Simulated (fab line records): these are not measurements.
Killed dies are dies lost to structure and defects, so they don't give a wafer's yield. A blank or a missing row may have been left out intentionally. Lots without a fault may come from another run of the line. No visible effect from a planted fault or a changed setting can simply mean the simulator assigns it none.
A struck lot beside a sound one    flow n5_finfet    15 steps out of a route of 1938
Sound: these wafers, L720.2, L720.3, L720.5. Struck: wafers L723.1, L723.3, L723.5. The cause comes at the end.
At each step with rows: each side's tool, then ch and its chambers, then its first start. Under that, the readings that differ: sound wafers    struck wafers    difference of the means    sigmas: that difference in standard deviations of wafers without a fault.
alike: readings whose means differ by less than 2 such deviations, and words and numbers that are the same on both sides. not compared: withheld readings, readings that some wafer has no value for, bounds like >300 that may hide the same value, and numbers for which the record gives no deviation and whose values overlap.
The two part at a step that has a row with sigmas, a row that says differs or no value, or rows on one side only. When numbers do not overlap yet have no deviation, they are printed without sigmas and do not part them. Lack of a reading on every wafer of one side parts them only where that side has two or more wafers.

first, 8 steps without rows for these wafers: N5_MIM_BOT_LITHO_HMDS_01 (time 60 s); N5_MIM_BOT_LITHO_COAT_02; N5_MIM_BOT_LITHO_EBR_04; N5_MIM_BOT_LITHO_SOFTBAKE_03 (time 90 s); N5_MIM_BOT_LITHO_EXPOSE_05 (exposes mask MIM BOT); N5_MIM_BOT_LITHO_PEB_06; N5_MIM_BOT_LITHO_DEVELOP_07 (develop time 60 s); N5_MIM_BOT_LITHO_HARDBAKE_09 (time 120 s).
N5_MIM_BOT_LITHO_CD_MEAS_08 targets a cd of 3000 nm.
  sound on cd_sem-03 ch 0, day 14 06:31; struck on cd_sem-02 ch 0, day 14 11:05
  alike: cd_nm
N5_MIM_BOT_LITHO_OVL_MEAS_11:
  sound on overlay-01 ch 0, day 14 06:33; struck on overlay-01 ch 0, day 14 11:07
  alike: MIM_BOT_OVL
N5_MIM_BOT_LITHO_INSPECT_12: inspects for defects (macro).
  struck on defect_inspect-02, day 14 11:08; sound on defect_inspect-01, day 14 06:34
  alike: raw_defect_count
N5_MIM_BOT_LITHO_DESCUM_10: chemistry O2, time 7.9 s.
  sound on rie_diel-04 ch 0,2, day 14 06:38; struck on rie_diel-04 ch 0,3, day 14 11:10
  alike: drypump_motor_current_A, o2_flow_sccm, oes_product_au, rf_vpp_V, showerhead_plenum_p_Torr, throttle_valve_pct
  not compared: rf_hours_counter_h
N5_MIM_BOT_ETCH_ETCH_04: etches SiNx in CF4/O2, target depth 26 nm, time 13 s.
  sound on rie_diel-04 ch 0,2, day 14 06:42; struck on rie_diel-04 ch 0,3, day 14 11:14
reading                          sound               struck             difference  sigmas
cf4_flow_sccm (sccm)             100.14 99.87 99.85  69.68 70.24 69.69  -30.08      -99 or more
oes_o_777_au (a.u.)              0.71 0.74 0.71      1.06 1.10 1.09     +0.36       +5
rf_vpp_V (V)                     246 242 246         232 231 232        -13         -4
showerhead_plenum_p_Torr (Torr)  2.18 2.11 2.18      1.90 1.90 1.90     -0.26       -3
throttle_valve_pct (%)           16.27 15.88 16.27   14.70 14.65 14.66  -1.47       -8
  alike: drypump_motor_current_A, oes_product_au
  not compared: rf_hours_counter_h
N5_MIM_BOT_ETCH_ETCH_03: etches the open film in Cl2/BCl3, target depth 12 nm.
  sound on rie_metal-03 ch 0, day 14 06:47; struck on rie_metal-03 ch 0,1, day 14 11:20
  alike: drypump_motor_current_A, oes_product_au, throttle_valve_pct
  not compared: rf_hours_counter_h
N5_PASSIVATION_PROBE_49:
  rows exist in the record for the struck wafers here (prober-02, day 14 21:41), but not for the sound ones

== WHERE THEY PART ==
Earliest at N5_MIM_BOT_ETCH_ETCH_04; latest, in this record, at N5_PASSIVATION_PROBE_49.

WHY: what had been put in by the simulator
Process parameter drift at N5_MIM_BOT_ETCH_ETCH_04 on rie_diel-04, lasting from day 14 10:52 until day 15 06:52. Setting cf4_flow_sccm, moved by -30, from 100. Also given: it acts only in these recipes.
